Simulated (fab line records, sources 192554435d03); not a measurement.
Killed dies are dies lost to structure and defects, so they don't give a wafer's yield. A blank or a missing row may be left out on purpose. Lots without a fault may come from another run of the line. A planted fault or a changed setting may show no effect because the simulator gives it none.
Chamber matching | flow n5_finfet | N5_BEOL_M0_SAQP_ETCH_106 on rie_diel-05: 4 sister chambers
The step etches SOC in N2/H2, stops on SiNx, target depth 150 nm. 14 wafers are shown with their chamber, then 7 later ones without.

WAFERS WITH THEIR CHAMBER
wafer  | chamber | drypump_motor_current_A (A) | throttle_valve_pct (%) | showerhead_plenum_p_Torr (Torr)
L081.3 | 2       | 5.2                         | 17.74                  | 2.54
L081.4 | 1       | 5.8                         | 18.09                  | 2.44
L081.5 | 0       | 5.7                         | 17.56                  | 2.68
L084.2 | 3       | 6.3                         | 18.15                  | 2.55
L084.4 | 2       | 5.2                         | 17.77                  | 2.54
L084.5 | 3       | 6.3                         | 18.14                  | 2.55
L085.1 | 3       | 6.3                         | 18.14                  | 2.55
L085.3 | 1       | 5.8                         | 18.10                  | 2.44
L085.6 | 1       | 5.8                         | 18.09                  | 2.44
L088.1 | 2       | 5.2                         | 17.77                  | 2.54
L088.5 | 1       | 5.8                         | 18.10                  | 2.43
L088.6 | 0       | 5.7                         | 17.57                  | 2.67
L090.2 | 1       | 5.7                         | 18.10                  | 2.43
L090.5 | 2       | 5.2                         | 17.76                  | 2.54

SIGNATURES (means of the wafers above)
reading                  | chamber 0 | chamber 1 | chamber 2 | chamber 3 | scatter within a chamber
drypump_motor_current_A  | 5.700     | 5.780     | 5.200     | 6.300     | 0.0283
throttle_valve_pct       | 17.5650   | 18.0960   | 17.7600   | 18.1433   | 0.00915
showerhead_plenum_p_Torr | 2.6750    | 2.4360    | 2.5400    | 2.5500    | 0.00412
Rule: a wafer's distance from a chamber is the root of the sum, over the readings, of the square of ((its reading less the chamber's mean) divided by the reading's scatter). The wafer belongs to the nearest chamber; if the next one is less than 2 further off, it can't be placed. The scatter: the root of (the sum of the squares of (reading less its chamber's mean) over the shown wafers, divided by (wafers less chambers)).

WAFERS WITHOUT THEIR CHAMBER
wafer  | drypump_motor_current_A (A) | throttle_valve_pct (%) | showerhead_plenum_p_Torr (Torr)
L090.6 | 5.8                         | 18.11                  | 2.43
L091.1 | 5.7                         | 18.12                  | 2.43
L091.2 | 5.7                         | 17.57                  | 2.67
L091.4 | 5.2                         | 17.77                  | 2.54
L093.3 | 6.3                         | 18.16                  | 2.54
L093.4 | 5.8                         | 18.11                  | 2.43
L093.5 | 5.7                         | 17.59                  | 2.67

WHICH CHAMBER EACH WENT THROUGH
wafer  | from the rows above | in truth
L090.6 | 1                   | 1
L091.1 | 1                   | 1
L091.2 | 0                   | 0
L091.4 | 2                   | 2
L093.3 | 3                   | 3
L093.4 | 1                   | 1
L093.5 | 0                   | 0
Placed correctly: 7 of 7. Can't be placed from these rows: 0. Placed wrongly: 0.
